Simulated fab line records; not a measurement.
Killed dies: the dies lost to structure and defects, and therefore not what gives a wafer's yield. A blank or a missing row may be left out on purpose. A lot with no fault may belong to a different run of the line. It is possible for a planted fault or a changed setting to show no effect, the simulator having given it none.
Split-lot experiment || flow n5 finfet || 39 wafers read across 7 lots, on a route 1938 steps long

== SPLIT DETAILS ==
At N5_MOL_CONTACT_COAG_CONTACT_ETCH_14 (etches SiO2 in C4F6/O2, target depth 27.5 nm, overetch 8.5 nm, time 20 s), the setting source w was moved away from the recipe's 370 W on 9 of the 39 wafers read, by -18.5% to +13.0%. The other wafers ran this setting at the recipe's value.

The split's own step is where the reading is taken.

== THE READING ==
rf vpp V, in V, at N5_MOL_CONTACT_COAG_CONTACT_ETCH_14 (etches SiO2 in C4F6/O2, target depth 27.5 nm, overetch 8.5 nm, time 20 s). On this fab line, fault-free wafers typically give 691.1 V with a standard deviation of 2.6 V.

{"wafer": "L078.1", "tool, chamber at the split": "rie diel-04, 3", "source w as run, W": 370, "against the recipe": "recipe", "rf vpp V, V": 687.9, "against lot-mates on the recipe": "-"}
{"wafer": "L078.2", "tool, chamber at the split": "rie diel-04, 1", "source w as run, W": 370, "against the recipe": "recipe", "rf vpp V, V": 691.5, "against lot-mates on the recipe": "-"}
{"wafer": "L078.3", "tool, chamber at the split": "rie diel-04, 0", "source w as run, W": 370, "against the recipe": "recipe", "rf vpp V, V": 688.7, "against lot-mates on the recipe": "-"}
{"wafer": "L078.4", "tool, chamber at the split": "rie diel-04, 2", "source w as run, W": 418, "against the recipe": "+13.0%", "rf vpp V, V": 657.9, "against lot-mates on the recipe": -31.5}
{"wafer": "L078.5", "tool, chamber at the split": "rie diel-04, 1", "source w as run, W": 418, "against the recipe": "+13.0%", "rf vpp V, V": 672.3, "against lot-mates on the recipe": -17.1}
{"wafer": "L078.6", "tool, chamber at the split": "rie diel-04, 0", "source w as run, W": 418, "against the recipe": "+13.0%", "rf vpp V, V": 665.8, "against lot-mates on the recipe": -23.6}
{"wafer": "L080.1", "tool, chamber at the split": "rie diel-04, 0", "source w as run, W": 370, "against the recipe": "recipe", "rf vpp V, V": 687.8, "against lot-mates on the recipe": "-"}
{"wafer": "L080.2", "tool, chamber at the split": "rie diel-04, 1", "source w as run, W": 370, "against the recipe": "recipe", "rf vpp V, V": 691.7, "against lot-mates on the recipe": "-"}
{"wafer": "L080.3", "tool, chamber at the split": "rie diel-04, 3", "source w as run, W": 370, "against the recipe": "recipe", "rf vpp V, V": 689.2, "against lot-mates on the recipe": "-"}
{"wafer": "L080.4", "tool, chamber at the split": "rie diel-04, 2", "source w as run, W": 370, "against the recipe": "recipe", "rf vpp V, V": 691.7, "against lot-mates on the recipe": "-"}
{"wafer": "L080.5", "tool, chamber at the split": "rie diel-04, 3", "source w as run, W": 370, "against the recipe": "recipe", "rf vpp V, V": 688.4, "against lot-mates on the recipe": "-"}
{"wafer": "L080.6", "tool, chamber at the split": "rie diel-04, 2", "source w as run, W": 370, "against the recipe": "recipe", "rf vpp V, V": 689.7, "against lot-mates on the recipe": "-"}
{"wafer": "L081.1", "tool, chamber at the split": "rie diel-02, 3", "source w as run, W": 370, "against the recipe": "recipe", "rf vpp V, V": 692.6, "against lot-mates on the recipe": "-"}
{"wafer": "L081.2", "tool, chamber at the split": "rie diel-02, 2", "source w as run, W": 370, "against the recipe": "recipe", "rf vpp V, V": 697.1, "against lot-mates on the recipe": "-"}
{"wafer": "L081.3", "tool, chamber at the split": "rie diel-02, 0", "source w as run, W": 370, "against the recipe": "recipe", "rf vpp V, V": 695.6, "against lot-mates on the recipe": "-"}
{"wafer": "L081.4", "tool, chamber at the split": "rie diel-02, 1", "source w as run, W": 370, "against the recipe": "recipe", "rf vpp V, V": 692.8, "against lot-mates on the recipe": "-"}
{"wafer": "L081.5", "tool, chamber at the split": "rie diel-02, 1", "source w as run, W": 370, "against the recipe": "recipe", "rf vpp V, V": 693.0, "against lot-mates on the recipe": "-"}
{"wafer": "L081.6", "tool, chamber at the split": "rie diel-02, 0", "source w as run, W": 370, "against the recipe": "recipe", "rf vpp V, V": 695.2, "against lot-mates on the recipe": "-"}
{"wafer": "L082.1", "tool, chamber at the split": "rie diel-04, 1", "source w as run, W": 370, "against the recipe": "recipe", "rf vpp V, V": 692.4, "against lot-mates on the recipe": "-"}
{"wafer": "L082.2", "tool, chamber at the split": "rie diel-04, 2", "source w as run, W": 370, "against the recipe": "recipe", "rf vpp V, V": 691.0, "against lot-mates on the recipe": "-"}
{"wafer": "L082.3", "tool, chamber at the split": "rie diel-04, 3", "source w as run, W": 370, "against the recipe": "recipe", "rf vpp V, V": 689.0, "against lot-mates on the recipe": "-"}
{"wafer": "L082.4", "tool, chamber at the split": "rie diel-04, 0", "source w as run, W": 370, "against the recipe": "recipe", "rf vpp V, V": 687.6, "against lot-mates on the recipe": "-"}
{"wafer": "L082.5", "tool, chamber at the split": "rie diel-04, 0", "source w as run, W": 370, "against the recipe": "recipe", "rf vpp V, V": 688.2, "against lot-mates on the recipe": "-"}
{"wafer": "L082.6", "tool, chamber at the split": "rie diel-04, 1", "source w as run, W": 370, "against the recipe": "recipe", "rf vpp V, V": 691.7, "against lot-mates on the recipe": "-"}
{"wafer": "L083.1", "tool, chamber at the split": "rie diel-01, 3", "source w as run, W": 370, "against the recipe": "recipe", "rf vpp V, V": 693.5, "against lot-mates on the recipe": "-"}
{"wafer": "L083.2", "tool, chamber at the split": "rie diel-01, 0", "source w as run, W": 309.8, "against the recipe": "-16.3%", "rf vpp V, V": 731.3, "against lot-mates on the recipe": "+39.8"}
{"wafer": "L083.3", "tool, chamber at the split": "rie diel-01, 2", "source w as run, W": 370, "against the recipe": "recipe", "rf vpp V, V": 691.6, "against lot-mates on the recipe": "-"}
{"wafer": "L083.4", "tool, chamber at the split": "rie diel-01, 1", "source w as run, W": 309.8, "against the recipe": "-16.3%", "rf vpp V, V": 734.9, "against lot-mates on the recipe": "+43.4"}
{"wafer": "L083.5", "tool, chamber at the split": "rie diel-01, 1", "source w as run, W": 309.8, "against the recipe": "-16.3%", "rf vpp V, V": 734.4, "against lot-mates on the recipe": "+42.9"}
{"wafer": "L083.6", "tool, chamber at the split": "rie diel-01, 2", "source w as run, W": 370, "against the recipe": "recipe", "rf vpp V, V": 689.5, "against lot-mates on the recipe": "-"}
{"wafer": "L089.1", "tool, chamber at the split": "rie diel-04, 3", "source w as run, W": 370, "against the recipe": "recipe", "rf vpp V, V": 688.7, "against lot-mates on the recipe": "-"}
{"wafer": "L089.2", "tool, chamber at the split": "rie diel-04, 0", "source w as run, W": 370, "against the recipe": "recipe", "rf vpp V, V": 688.7, "against lot-mates on the recipe": "-"}
{"wafer": "L089.4", "tool, chamber at the split": "rie diel-04, 2", "source w as run, W": 370, "against the recipe": "recipe", "rf vpp V, V": 690.8, "against lot-mates on the recipe": "-"}
{"wafer": "L094.1", "tool, chamber at the split": "rie diel-04, 1", "source w as run, W": 370, "against the recipe": "recipe", "rf vpp V, V": 691.5, "against lot-mates on the recipe": "-"}
{"wafer": "L094.2", "tool, chamber at the split": "rie diel-04, 2", "source w as run, W": 301.4, "against the recipe": "-18.5%", "rf vpp V, V": 728.5, "against lot-mates on the recipe": "+39.1"}
{"wafer": "L094.3", "tool, chamber at the split": "rie diel-04, 0", "source w as run, W": 370, "against the recipe": "recipe", "rf vpp V, V": 687.8, "against lot-mates on the recipe": "-"}
{"wafer": "L094.4", "tool, chamber at the split": "rie diel-04, 3", "source w as run, W": 301.4, "against the recipe": "-18.5%", "rf vpp V, V": 734.1, "against lot-mates on the recipe": "+44.7"}
{"wafer": "L094.5", "tool, chamber at the split": "rie diel-04, 0", "source w as run, W": 370, "against the recipe": "recipe", "rf vpp V, V": 689.0, "against lot-mates on the recipe": "-"}
{"wafer": "L094.6", "tool, chamber at the split": "rie diel-04, 3", "source w as run, W": 301.4, "against the recipe": "-18.5%", "rf vpp V, V": 733.1, "against lot-mates on the recipe": "+43.7"}

FIT RESULTS
A straight line over all 39 wafers: rf vpp V changes by -2.28 V for each +1% of source w; r = -0.98; the points scatter about the line by 3.5 V.
The same after taking each lot's own level away (the mean of its wafers on the recipe; 39 wafers): -2.27 V for each +1%; r = -0.99; scatter 3 V.
According to that fit, moving source w by its largest amount changes the reading by 42 V.
The lots' own levels span 689.37 to 694.38 V, that is 1.9 times the standard deviation above.
The two slopes are in agreement: the lot-to-lot level therefore moves the slope only a little.
Check: with one of the wafers moved furthest among these (-18.5%) left out of the fit, the line predicts +43.6 V for it against its lot-mates. It came out at +39.1 V against them.
Tool readings at the split's step, against how far the setting was moved: rf vpp V r = -0.98.

== FURTHER SPLITS ON THESE WAFERS ==
These wafers also went through other splits before the reading. Each is held against what the fit with the lots' levels taken away leaves over:
{"other split on the same wafers": "N5_DUMMY_GATE_ETCH_31 target depth a", "wafers away from the commonest value": 12, "r with rf vpp V (lot level and that fit taken away)": -0.07}
{"other split on the same wafers": "N5_DUMMY_GATE_ETCH_42 bias w", "wafers away from the commonest value": 12, "r with rf vpp V (lot level and that fit taken away)": -0.15}
{"other split on the same wafers": "N5_SD_EPI_P_EPI_21 time s", "wafers away from the commonest value": 12, "r with rf vpp V (lot level and that fit taken away)": "+0.23"}
{"other split on the same wafers": "N5_HKMG_FIN_EXPOSE_46 dose mj", "wafers away from the commonest value": 15, "r with rf vpp V (lot level and that fit taken away)": -0.08}

== THE FILE'S OWN FIT ==
rf vpp V changes by -2.3 V for each +1% of source w, r = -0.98.
